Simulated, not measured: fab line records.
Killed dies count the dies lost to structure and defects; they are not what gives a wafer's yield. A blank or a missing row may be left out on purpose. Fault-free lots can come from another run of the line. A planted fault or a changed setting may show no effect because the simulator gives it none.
Matching of chambers || flow n5-finfet || rie-diel-05 running N5_BEOL_M2_VIA_ETCH_34: 4 sister chambers
The step etches the open film in C4F6/O2, target depth 69.4 nm, time 65.9 s. 20 wafers are shown with their chamber, then 10 later ones without.

WAFERS, EACH WITH ITS CHAMBER
{"wafer": "L074.2", "chamber": 1, "throttle-valve-pct (%)": 31.5, "showerhead-plenum-p-Torr (Torr)": 2.98, "drypump-motor-current-A (A)": 5.8}
{"wafer": "L074.4", "chamber": 0, "throttle-valve-pct (%)": 30.2, "showerhead-plenum-p-Torr (Torr)": 3.00, "drypump-motor-current-A (A)": 6.2}
{"wafer": "L074.5", "chamber": 0, "throttle-valve-pct (%)": 30.2, "showerhead-plenum-p-Torr (Torr)": 3.00, "drypump-motor-current-A (A)": 6.2}
{"wafer": "L076.2", "chamber": 1, "throttle-valve-pct (%)": 31.5, "showerhead-plenum-p-Torr (Torr)": 2.98, "drypump-motor-current-A (A)": 5.8}
{"wafer": "L076.5", "chamber": 1, "throttle-valve-pct (%)": 31.5, "showerhead-plenum-p-Torr (Torr)": 2.98, "drypump-motor-current-A (A)": 5.8}
{"wafer": "L076.6", "chamber": 0, "throttle-valve-pct (%)": 30.2, "showerhead-plenum-p-Torr (Torr)": 3.00, "drypump-motor-current-A (A)": 6.2}
{"wafer": "L078.1", "chamber": 1, "throttle-valve-pct (%)": 31.5, "showerhead-plenum-p-Torr (Torr)": 2.98, "drypump-motor-current-A (A)": 5.9}
{"wafer": "L078.3", "chamber": 2, "throttle-valve-pct (%)": 30.3, "showerhead-plenum-p-Torr (Torr)": 2.76, "drypump-motor-current-A (A)": 5.4}
{"wafer": "L078.6", "chamber": 0, "throttle-valve-pct (%)": 30.2, "showerhead-plenum-p-Torr (Torr)": 3.00, "drypump-motor-current-A (A)": 6.2}
{"wafer": "L081.1", "chamber": 3, "throttle-valve-pct (%)": 29.9, "showerhead-plenum-p-Torr (Torr)": 2.91, "drypump-motor-current-A (A)": 5.8}
{"wafer": "L081.5", "chamber": 0, "throttle-valve-pct (%)": 30.2, "showerhead-plenum-p-Torr (Torr)": 2.99, "drypump-motor-current-A (A)": 6.2}
{"wafer": "L081.6", "chamber": 1, "throttle-valve-pct (%)": 31.5, "showerhead-plenum-p-Torr (Torr)": 2.97, "drypump-motor-current-A (A)": 5.8}
{"wafer": "L082.1", "chamber": 2, "throttle-valve-pct (%)": 30.4, "showerhead-plenum-p-Torr (Torr)": 2.76, "drypump-motor-current-A (A)": 5.5}
{"wafer": "L082.5", "chamber": 2, "throttle-valve-pct (%)": 30.3, "showerhead-plenum-p-Torr (Torr)": 2.76, "drypump-motor-current-A (A)": 5.4}
{"wafer": "L082.6", "chamber": 1, "throttle-valve-pct (%)": 31.6, "showerhead-plenum-p-Torr (Torr)": 2.97, "drypump-motor-current-A (A)": 5.8}
{"wafer": "L085.1", "chamber": 0, "throttle-valve-pct (%)": 30.2, "showerhead-plenum-p-Torr (Torr)": 2.99, "drypump-motor-current-A (A)": 6.2}
{"wafer": "L085.3", "chamber": 2, "throttle-valve-pct (%)": 30.4, "showerhead-plenum-p-Torr (Torr)": 2.76, "drypump-motor-current-A (A)": 5.5}
{"wafer": "L085.4", "chamber": 1, "throttle-valve-pct (%)": 31.5, "showerhead-plenum-p-Torr (Torr)": 2.97, "drypump-motor-current-A (A)": 5.8}
{"wafer": "L087.3", "chamber": 3, "throttle-valve-pct (%)": 29.9, "showerhead-plenum-p-Torr (Torr)": 2.90, "drypump-motor-current-A (A)": 5.8}
{"wafer": "L087.4", "chamber": 1, "throttle-valve-pct (%)": 31.5, "showerhead-plenum-p-Torr (Torr)": 2.97, "drypump-motor-current-A (A)": 5.9}

SIGNATURES (means of the wafers above)
{"reading": "throttle-valve-pct", "chamber 0": 30.200, "chamber 1": 31.512, "chamber 2": 30.350, "chamber 3": 29.900, "scatter within a chamber": 0.0342}
{"reading": "showerhead-plenum-p-Torr", "chamber 0": 2.9967, "chamber 1": 2.9750, "chamber 2": 2.7600, "chamber 3": 2.9050, "scatter within a chamber": 0.00489}
{"reading": "drypump-motor-current-A", "chamber 0": 6.200, "chamber 1": 5.825, "chamber 2": 5.450, "chamber 3": 5.800, "scatter within a chamber": 0.0395}
Rule: a wafer lies at a distance from a chamber equal to the root of the sum of squares, over the readings, of (its reading less the chamber's mean, divided by the reading's scatter). If the next closest chamber is less than 2 further off than the closest, the wafer can't be placed; otherwise it belongs to the closest. How the scatter is found: for the shown wafers, subtract from each reading the mean of its chamber, square and add these, divide the total by (wafers less chambers), then take the root.

WAFERS WITHOUT THEIR CHAMBER
{"wafer": "L087.5", "throttle-valve-pct (%)": 31.5, "showerhead-plenum-p-Torr (Torr)": 2.97, "drypump-motor-current-A (A)": 5.8}
{"wafer": "L089.1", "throttle-valve-pct (%)": 30.2, "showerhead-plenum-p-Torr (Torr)": 2.98, "drypump-motor-current-A (A)": 6.2}
{"wafer": "L089.4", "throttle-valve-pct (%)": 30.4, "showerhead-plenum-p-Torr (Torr)": 2.75, "drypump-motor-current-A (A)": 5.4}
{"wafer": "L089.6", "throttle-valve-pct (%)": 30.4, "showerhead-plenum-p-Torr (Torr)": 2.75, "drypump-motor-current-A (A)": 5.4}
{"wafer": "L096.1", "throttle-valve-pct (%)": 31.6, "showerhead-plenum-p-Torr (Torr)": 2.96, "drypump-motor-current-A (A)": 5.8}
{"wafer": "L096.2", "throttle-valve-pct (%)": 30.0, "showerhead-plenum-p-Torr (Torr)": 2.90, "drypump-motor-current-A (A)": 5.9}
{"wafer": "L096.6", "throttle-valve-pct (%)": 30.4, "showerhead-plenum-p-Torr (Torr)": 2.75, "drypump-motor-current-A (A)": 5.4}
{"wafer": "L097.1", "throttle-valve-pct (%)": 30.0, "showerhead-plenum-p-Torr (Torr)": 2.90, "drypump-motor-current-A (A)": 5.8}
{"wafer": "L097.3", "throttle-valve-pct (%)": 30.2, "showerhead-plenum-p-Torr (Torr)": 2.98, "drypump-motor-current-A (A)": 6.2}
{"wafer": "L097.5", "throttle-valve-pct (%)": 30.2, "showerhead-plenum-p-Torr (Torr)": 2.98, "drypump-motor-current-A (A)": 6.2}

WHICH CHAMBER EACH WENT THROUGH
{"wafer": "L087.5", "from the rows above": 1, "in truth": 1}
{"wafer": "L089.1", "from the rows above": 0, "in truth": 0}
{"wafer": "L089.4", "from the rows above": 2, "in truth": 2}
{"wafer": "L089.6", "from the rows above": 2, "in truth": 2}
{"wafer": "L096.1", "from the rows above": 1, "in truth": 1}
{"wafer": "L096.2", "from the rows above": 3, "in truth": 3}
{"wafer": "L096.6", "from the rows above": 2, "in truth": 2}
{"wafer": "L097.1", "from the rows above": 3, "in truth": 3}
{"wafer": "L097.3", "from the rows above": 0, "in truth": 0}
{"wafer": "L097.5", "from the rows above": 0, "in truth": 0}
Correctly placed: 10 of 10. From these rows, 0 cannot be placed. Placed wrongly: 0.
